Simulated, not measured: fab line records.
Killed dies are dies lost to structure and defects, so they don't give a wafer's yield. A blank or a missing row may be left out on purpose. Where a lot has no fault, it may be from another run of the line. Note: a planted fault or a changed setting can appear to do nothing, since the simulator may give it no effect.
Struck lot and sound lot, side by side :: flow n5-finfet :: 16 out of 1938 route steps
Sound: these wafers, L562.1, L562.4, L562.6. Wafers L572.3, L572.5 were the ones struck. Last of all comes the cause.
Per side, at each step with rows, come the tool, then ch with its chambers, and then its first start. Under that, the readings that differ: sound wafers :: struck wafers :: difference of the means :: sigmas: that difference in standard deviations of wafers without a fault.
alike: readings whose means differ by less than 2 such deviations, and words and numbers that are the same on both sides. not compared: withheld readings, readings that some wafer has no value for, bounds like >300 that may hide the same value, and numbers for which the record gives no deviation and whose values overlap.
A row with sigmas, a row that says differs or no value, or rows on one side alone: a step with any of these is where the two part. When numbers do not overlap yet have no deviation, they are printed without sigmas and do not part them. A reading that every wafer of one side lacks parts them only if that side has two wafers or more.

N5_FIN_CUT_INSPECT_10: inspects for defects (brightfield).
  sound on defect-inspect-02 at day 2 15:24; struck on defect-inspect-01 at day 5 05:02
  alike: raw-defect-count
then, 1 step without rows for these wafers: N5_FIN_CUT_DESCUM_13 (chemistry O2, time 7 s).
N5_FIN_CUT_ETCH_30: etches underlayer in N2/H2, target depth 13 nm, time 10.4 s.
  sound on rie-diel-06 ch 0,3, day 2 15:28; struck on rie-diel-06 ch 1,2, day 5 05:05
  alike: drypump-motor-current-A, etch-rf-on-time-s, oes-product-au, rf-fwd-power-W, rf-vpp-V, showerhead-plenum-p-Torr, throttle-valve-pct
  not compared: rf-hours-counter-h
N5_FIN_CUT_ETCH_20: etches SiARC in CF4, target depth 26 nm, time 43.3 s.
  sound on rie-diel-06 ch 0,3, day 2 15:29; struck on rie-diel-06 ch 1,2, day 5 05:07
  alike: drypump-motor-current-A, etch-rf-on-time-s, oes-product-au, rf-fwd-power-W, rf-vpp-V, showerhead-plenum-p-Torr, throttle-valve-pct
  not compared: rf-hours-counter-h
then, 3 steps without rows for these wafers: N5_FIN_CUT_ETCH_21 (etches SOC in N2/H2, target depth 219 nm, overetch 43.8 nm, time 523.5 s); N5_FIN_CUT_STRIP_23 (strips in N2/H2); N5_FIN_CUT_STRIP_31 (strips in N2/H2).
N5_FIN_CUT_STRIP_24: strips in CF4.
  sound on rie-diel-06 ch 0,3, day 2 15:51; struck on rie-diel-06 ch 1,2, day 5 05:29
  alike: drypump-motor-current-A, oes-product-au, rf-fwd-power-W, rf-vpp-V, showerhead-plenum-p-Torr, throttle-valve-pct
  not compared: rf-hours-counter-h
N5_FIN_CUT_CUT_ETCH_26: etches SiNx in CH3F/O2, target depth 39 nm, time 55.7 s.
  sound on rie-diel-06 ch 0,3, day 2 15:52; struck on rie-diel-06 ch 1,2, day 5 05:30
reading: O2_flow_sccm (sccm)
sound: 19.81 19.95 19.96
struck: 20.06 20.09
difference: +0.17
sigmas: +3
  alike: drypump-motor-current-A, oes_f_703_au, oes-product-au, rf-fwd-power-W, rf-vpp-V, showerhead-plenum-p-Torr, throttle-valve-pct
  not compared: rf-hours-counter-h
then, 3 steps without rows for these wafers: N5_FIN_CUT_CUT_ETCH_27 (etches SiO2 in CHF3/O2, target depth 4 nm, overetch 2 nm, time 4.9 s); N5_FIN_CUT_PRECLEAN_35 (cleans in vHF, time 13.3 s); N5_FIN_CUT_CUT_ETCH_15 (etches Si in HBr/Cl2/O2, target depth 100 nm, bt time 10 s, time 42.4 s).
N5_FIN_CUT_CUT_ETCH_28: etches Si in HBr/Cl2/O2, target depth 6 nm, time 2.4 s.
  sound on rie-si-01 ch 1,2,3, day 2 16:07; struck on rie-si-06 ch 1,3, day 5 05:44
reading: model.etch.depth-nm (nm)
sound: 6.08 5.997 6.097
struck: 4.897 4.929
difference: -1.145
sigmas: 
  alike: O2_flow_sccm, drypump-motor-current-A, oes-product-au, throttle-valve-pct
  not compared: rf-fwd-power-W, rf-hours-counter-h
N5_FIN_CUT_STRIP_22: strips in N2/H2.
  sound on rie-diel-01 ch 1,3, day 2 16:11; struck on rie-diel-05 ch 1, day 5 05:49
  alike: drypump-motor-current-A, oes-product-au, rf-vpp-V, showerhead-plenum-p-Torr, throttle-valve-pct
  not compared: rf-hours-counter-h
-- the record jumps here: 6 days lie between the struck wafers' starts before and after (it left off in module FIN_CUT and takes up again in module BEOL_M4, whose first step shown is number 1111 of the route) --
N5_BEOL_M4_RC_MEAS_101:
  sound on prober-02 ch 0, day 8 10:47; struck on prober-01 ch 0, day 10 21:04
reading: DIBL_N (mV/V)
sound: 39.1 38.1 40.1
struck: 35.1 34.8
difference: -4.1
sigmas: -3

reading: IOFF_N (nA/um)
sound: 0.194 0.171 0.219
struck: 0.145 0.134
difference: -0.055
sigmas: -2

reading: IOFF_P (nA/um)
sound: 0.27 0.25 0.28
struck: 0.19 0.18
difference: -0.08
sigmas: -3
  alike: DIBL_P, ION_N, ION_P, SS_N, SS_P, VT_N, VT_P
-- here the record skips 4 days between the struck wafers' starts before and after, leaving off in module BEOL_M4 and picking up in module PASSIVATION (first step shown: number 1936 of the route) --
N5_PASSIVATION_PROBE_49:
  sound on prober-01 at day 12 15:53; struck on prober-01 at day 15 03:55
  alike: defect-limited-yield, killed_at_M0_to_M3, killed_at_M4_up, killed-at-contacts, killed-at-front-end, killed-at-other, killed-dies, killed-open, killed-short, sort_bin_5_function, sort_bin_6_memory, sort-n-pass, sort-yield-pct

== WHERE THEY PART ==
First at N5_FIN_CUT_CUT_ETCH_26; last, within this record, at N5_BEOL_M4_RC_MEAS_101. Later steps at which nothing parts them and some readings are alike: N5_PASSIVATION_PROBE_49.

WHY: the cause the simulator had injected
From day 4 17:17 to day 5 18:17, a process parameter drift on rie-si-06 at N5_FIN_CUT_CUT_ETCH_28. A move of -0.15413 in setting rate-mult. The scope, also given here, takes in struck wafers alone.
